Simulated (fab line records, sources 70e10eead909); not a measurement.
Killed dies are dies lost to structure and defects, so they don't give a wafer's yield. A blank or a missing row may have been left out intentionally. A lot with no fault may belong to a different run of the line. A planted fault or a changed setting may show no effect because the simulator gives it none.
Chamber matching -- flow nand-harc -- NHARC_A_BLC_CMP_25 on cmp-03 has 4 sister chambers
The step polishes, t overpolish 30 s, target thk 150 nm. 4 wafers are shown with their chamber, then 7 later ones without.

== WAFERS PAIRED WITH THEIR CHAMBERS ==
wafer,chamber,time-to-endpoint-s (s)
L076.6,2,27.4
L080.6,0,32.7
L092.1,1,30.6
L092.2,3,31.3

== WAFERS MISSING THEIR CHAMBER ==
wafer,time-to-endpoint-s (s)
L092.4,34.9
L095.1,32.0
L095.3,27.4
L095.4,29.9
L097.1,29.2
L097.4,29.7
L097.6,33.1

== THE CHAMBER EACH PASSED THROUGH ==
wafer,from the rows above,in truth
L092.4,can't be placed: 0 or 3 or 1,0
L095.1,can't be placed: 3 or 0 or 1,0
L095.3,2,2
L095.4,can't be placed: 1 or 3 or 2 or 0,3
L097.1,can't be placed: 1 or 2 or 3 or 0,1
L097.4,can't be placed: 1 or 3 or 2 or 0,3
L097.6,can't be placed: 0 or 3 or 1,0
Placed correctly: 1 of 7. These rows do not allow placing 6 (true chamber among the candidates in 6). Number placed wrongly: 0.
How it was worked out, from the rows above alone: a wafer's distance from a chamber is the root of the sum, over the readings, of the square of ((its reading less the chamber's mean) divided by the reading's scatter). The wafer belongs to the nearest chamber; if the next one is less than 2 further off, it can't be placed. The mean given for a chamber averages the wafers shown for that chamber. The scatter: root of mean squared gap, hidden wafer to nearest shown wafer, with one shown wafer a chamber.
